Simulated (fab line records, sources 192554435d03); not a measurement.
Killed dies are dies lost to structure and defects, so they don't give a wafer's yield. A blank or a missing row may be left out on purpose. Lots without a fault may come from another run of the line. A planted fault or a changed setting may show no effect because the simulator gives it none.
fab line records | flow n5_finfet | part 2 of 2: steps 6 to 6 of 6
record lots=24 wafers=72 last_day=20
route steps=1938 shown BEOL_M0_SAQP@656
lots that met no fault: from a run of the same line without faults
start_h: hours from the record's first day to the start of the lot's first wafer shown | wait_h: hours since the lot's step before | " the same as in the row above | L1.1+2: a row that stands for several wafers | - no value, or no start given | * or withheld: withheld | < > ~ a bound
route shown NAME@n: a module of which the file shows steps, and the number in the route of the first | usual: mean/standard deviation of fault-free wafers | same: alike in all rows | chamber/n: place in a boat | sites: the reading at each site | _std_site: their standard deviation | _edge_site: outer sites' mean less inner sites' | radius_mm: how far each site lies from the wafer's centre | mask NAME#n: copy n | behind: the tool/chamber that last shaped the wafer | hold: why the lot was held/for how many hours/how that ended | device: the transistor (n, p or np) that didn't switch | end of line: the same wafers' tests at the end of the route | a step without rows: its recipe alone | killed: dies lost to structure and defects at the first sort, not the wafer's yield | map: a wafer's dies, x killed, . not, _ none there
set.NAME: the setting as run; set.NAME@STEP: as run at that earlier step | model.NAME: the simulator's own value behind a step, which no gauge read
steps of the route over a sample of lots; a table a step, a row a wafer
services: from which hour (start_h, from the record's first day; less than 0 if before it) a tool's chamber was out of use, for how many hours, and why
## steps
# step N5_BEOL_M0_SAQP_ETCH_73
# recipe chemistry=CF4 target=SiARC target_depth_a=195 mask_material=CAR-EUV time_s=32.5 ion_energy_ev=80 pressure_mtorr=40 source_w=545 bias_w=36 Ar_flow_sccm=100 cf4_flow_sccm=100 ends=cleared
# usual drypump_motor_current_A=5.6/0.34 etch_rf_on_time_s=32.5/0.5 mfc_ar_sccm=99.98/0.27 oes_product_au=0.65/0.073 rf_vpp_V=183.7/1.2 showerhead_plenum_p_Torr=2.11/0.075 throttle_valve_pct=15.72/0.26
# columns lot.wafer tool chamber start_h wait_h drypump_motor_current_A etch_rf_on_time_s mfc_ar_sccm oes_product_au rf_hours_counter_h rf_vpp_V showerhead_plenum_p_Torr throttle_valve_pct
L074.1 rie_diel-06 3 111.34 0.0 5.7 32.8 100.21 0.60 200 185.0 2.13 16.08
L074.3 " 2 " " 6.0 33.0 99.75 0.60 205 183.1 2.04 15.56
L074.5 " 0 " " 5.9 33.0 99.95 0.63 - 183.7 2.05 15.78
L075.1 rie_diel-06 2 121.42 0.0 6.0 32.6 99.57 0.60 208 182.7 2.04 15.57
L075.5 " 2 " " 6.0 32.5 99.29 0.60 - 183.4 2.04 15.58
L075.6 " 3 " " 5.7 32.8 100.22 0.60 - 184.4 2.12 16.07
L076.1 rie_diel-05 3 125.16 0.0 5.7 33.4 100.32 0.59 227 185.1 2.20 16.06
L076.3 " 1 " " 5.4 32.1 100.41 0.65 134 182.4 2.15 15.51
L076.4 " 2 " " 5.2 32.5 100.00 0.66 130 183.6 2.07 16.05
L077.2 rie_diel-06 3 128.05 0.0 5.7 32.3 100.10 0.60 205 184.3 2.12 16.07
L077.5 " 3 " " 5.7 32.7 99.76 0.60 - 183.4 2.12 16.09
L077.6 " 2 " " 6.0 32.6 100.21 0.60 - 181.9 2.04 15.59
L078.2 rie_diel-02 0 137.30 0.0 5.1 32.4 99.75 0.65 166 183.3 2.23 15.44
L078.3 " 2 " " 6.1 32.5 100.31 0.66 133 186.1 2.24 15.28
L078.6 " 0 " " 5.1 32.5 100.14 0.64 - 185.4 2.23 15.44
L079.1 rie_diel-02 2 144.04 0.0 6.1 32.6 99.95 0.66 135 186.0 2.23 15.31
L079.5 " 3 " " 5.2 31.9 100.09 0.70 - 181.6 1.99 15.57
L079.6 " 2 " " 6.1 32.2 100.19 0.66 - 185.4 2.23 15.31
L081.4 rie_diel-05 3 164.41 0.0 5.7 33.3 100.07 0.59 235 186.3 2.20 16.06
L081.5 " 0 " " 5.9 32.8 99.80 0.58 - 184.0 2.12 16.00
L081.6 " 3 " " 5.7 33.4 100.20 0.58 - 185.3 2.20 16.06
L080.1 rie_diel-05 1 168.17 0.0 5.3 32.6 100.33 0.64 144 184.4 2.14 15.55
L080.4 " 3 " " 5.7 33.8 99.72 0.59 237 184.1 2.20 16.06
L080.6 " 2 " " 5.2 32.7 100.26 0.65 - 183.6 2.06 16.04
L082.2 rie_diel-05 1 172.26 0.0 5.4 32.0 99.61 0.64 145 182.4 2.14 15.54
L082.3 " 0 " " 5.9 32.5 99.72 0.59 247 182.8 2.11 15.98
L082.6 " 1 " " 5.4 32.1 99.76 0.64 - 184.2 2.14 15.54
L083.1 rie_diel-06 3 173.27 0.0 5.7 32.9 100.03 0.60 214 182.9 2.12 16.11
L083.4 " 0 " " 5.9 32.9 100.07 0.63 186 182.5 2.05 15.81
L083.5 " 3 " " 5.7 33.0 99.75 0.59 - 182.1 2.12 16.10
L084.1 rie_diel-06 3 177.70 0.0 5.7 32.7 99.50 0.59 215 182.5 2.12 16.10
L084.3 " 0 " " 5.9 32.9 99.79 0.62 188 182.6 2.05 15.82
L084.5 " 0 " " 5.9 32.9 99.79 0.62 - 182.5 2.05 15.82
L085.4 rie_diel-02 2 183.62 0.0 6.1 32.6 100.49 0.64 146 186.2 2.23 15.31
L085.5 " 3 " " 5.2 31.9 100.08 0.69 - 182.4 1.99 15.56
L085.6 " 0 " " 5.1 32.3 100.24 0.65 - 184.3 2.22 15.44
L086.3 rie_diel-02 0 184.89 0.0 5.1 32.0 99.58 0.65 176 185.5 2.22 15.45
L086.4 " 1 " " 5.8 31.9 99.78 0.82 8 184.8 2.20 15.39
L086.5 " 3 " " 5.2 31.7 100.15 0.69 - 183.1 1.99 15.58
L087.2 rie_diel-05 3 192.05 0.0 5.7 33.5 99.85 0.58 246 186.4 2.19 16.08
L087.4 " 2 " " 5.2 32.4 100.06 0.64 - 183.4 2.06 16.07
L087.6 " 3 " " 5.7 33.5 99.79 0.59 - 185.5 2.19 16.08
L088.3 rie_diel-06 0 196.21 0.0 5.9 32.9 99.70 0.62 192 182.0 2.05 15.82
L088.5 " 3 " " 5.7 32.8 99.29 0.59 - 182.8 2.12 16.14
L088.6 " 0 " " 5.9 33.0 99.75 0.61 - 183.0 2.05 15.82
L089.2 rie_diel-05 1 200.92 0.0 5.3 31.9 100.06 0.63 158 183.3 2.14 15.57
L089.3 " 0 " " 5.9 32.1 99.83 0.88 0 184.2 2.11 15.52
L089.5 " 0 " " 5.9 32.3 99.74 0.87 - 182.9 2.11 15.49
L090.1 rie_diel-06 0 208.08 0.0 5.9 32.8 100.05 0.61 195 183.9 2.05 15.83
L090.4 " 1 " " 5.6 32.1 99.78 0.79 18 183.0 2.10 15.57
L090.6 " 0 " " 5.9 32.9 100.30 0.61 - 181.4 2.04 15.83
L091.1 rie_diel-02 2 219.37 0.0 6.1 32.1 100.01 0.65 154 187.0 2.23 15.33
L091.2 " 3 " " 5.2 31.5 100.42 0.68 117 181.1 1.99 15.58
L091.6 " 3 " " 5.2 31.6 100.20 0.69 - 182.5 1.99 15.59
L092.3 rie_diel-05 2 220.91 0.0 5.2 32.3 100.24 0.64 159 182.6 2.06 16.08
L092.5 " 2 " " 5.2 32.3 100.24 0.64 - 184.4 2.06 16.10
L092.6 " 1 " " 5.3 32.3 100.21 0.62 - 184.1 2.14 15.59
L093.1 rie_diel-02 0 224.25 0.0 5.1 32.5 100.09 0.64 185 184.6 2.22 15.48
L093.2 " 1 " " 5.9 31.8 99.82 0.80 17 183.9 2.19 15.41
L093.4 " 2 " " 6.1 32.5 100.12 0.65 156 186.7 2.23 15.35
L095.2 rie_diel-05 0 235.64 0.0 5.9 32.7 100.48 0.81 11 184.1 2.11 15.53
L095.5 " 2 " " 5.2 32.6 100.11 0.63 - 182.9 2.05 16.11
L095.6 " 3 " " 5.7 32.3 100.03 0.84 - 185.1 2.19 15.59
L094.2 rie_diel-06 1 238.56 0.0 5.6 31.8 100.48 0.77 26 183.2 2.10 15.60
L094.3 " 3 " " 5.7 32.7 100.57 0.58 231 184.7 2.12 16.14
L094.6 " 3 " " 5.7 32.7 99.86 0.58 - 184.4 2.12 16.14
L096.1 rie_diel-02 1 244.47 0.0 5.8 32.0 99.67 0.78 22 183.9 2.19 15.42
L096.2 " 0 " " 5.1 32.0 99.77 0.64 191 185.4 2.22 15.48
L096.4 " 3 " " 5.2 31.9 100.31 0.67 125 182.9 1.98 15.61
L097.2 rie_diel-06 3 248.60 0.0 5.7 33.3 99.77 0.58 234 182.8 2.11 16.14
L097.3 " 1 " " 5.6 32.3 99.83 0.76 29 184.1 2.10 15.61
L097.5 " 0 " " 5.9 33.7 99.72 0.61 - 182.9 2.04 15.86
## services
# columns tool chamber start_h hours kind
rie_si-01 1 89.34 6.0 repair
rie_diel-06 1 97.19 - clean
rie_diel-06 1 97.19 - consumable_replace:focus_ring
rie_diel-06 1 97.19 17.4 scheduled_down
rie_diel-06 1 97.19 17.4 vent_cycle
rie_diel-06 1 114.94 7.7 repair
rie_diel-06 1 125.01 2.9 repair
rie_diel-02 1 128.96 - clean
rie_diel-02 1 128.96 - consumable_replace:focus_ring
rie_diel-02 1 128.96 27.2 scheduled_down
rie_diel-02 1 128.96 27.2 vent_cycle
rie_si-03 - 136.39 0.5 repair
rie_diel-05 3 137.84 4.4 repair
rie_si-02 - 164.79 0.5 repair
rie_si-01 - 167.04 2.8 pm
rie_diel-02 0 167.44 8.3 repair
rie_diel-05 - 180.15 0.6 repair
vapor_etch-01 - 192.19 1.7 repair
rie_diel-05 3 202.60 - clean
rie_diel-05 3 202.60 - consumable_replace:focus_ring
rie_diel-05 3 202.60 24.6 scheduled_down
rie_diel-05 3 202.60 24.6 vent_cycle
rie_diel-06 2 218.65 12.9 repair
rie_diel-02 3 245.31 7.2 repair
